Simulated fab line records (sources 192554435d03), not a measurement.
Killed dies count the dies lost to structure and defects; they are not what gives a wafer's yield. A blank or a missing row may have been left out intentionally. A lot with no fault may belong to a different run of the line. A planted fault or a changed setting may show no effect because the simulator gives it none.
Chamber matching    flow n5Finfet    N5_BEOL_M1_DESCUM_16 on rieDiel-02 has 4 sister chambers
The step chemistry O2, time 7 s. 4 wafers are shown with their chamber, then 10 later ones without.

== EACH WAFER AND ITS CHAMBER ==
wafer   chamber  drypumpMotorCurrentA (A)
L084.3  0        5.0
L085.5  2        6.8
L087.3  3        6.5
L087.4  1        6.2

== WAFERS WITHOUT THEIR CHAMBER ==
wafer   drypumpMotorCurrentA (A)
L087.6  6.5
L089.1  6.7
L089.2  6.5
L089.4  5.0
L093.2  6.7
L093.5  6.8
L093.6  6.2
L094.1  6.5
L094.4  6.1
L094.6  6.5

== WHICH CHAMBER EACH ONE RAN IN ==
wafer   from the rows above      in truth
L087.6  3                        3
L089.1  can't be placed: 2 or 3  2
L089.2  3                        3
L089.4  0                        0
L093.2  can't be placed: 2 or 3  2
L093.5  2                        2
L093.6  1                        1
L094.1  3                        3
L094.4  1                        1
L094.6  3                        3
8 of 10 placed correctly. Not placeable from these rows: 2 (in 2, the candidates include the true chamber). 0 placed wrongly.
How it was worked out, from the rows above alone: a wafer's distance from a chamber is the root of the sum, over the readings, of the square of ((its reading less the chamber's mean) divided by the reading's scatter). The wafer belongs to the nearest chamber; if the next one is less than 2 further off, it can't be placed. For every chamber, the mean is computed from those of its wafers that are shown. The scatter: root of mean squared gap, hidden wafer to nearest shown wafer, with one shown wafer a chamber.
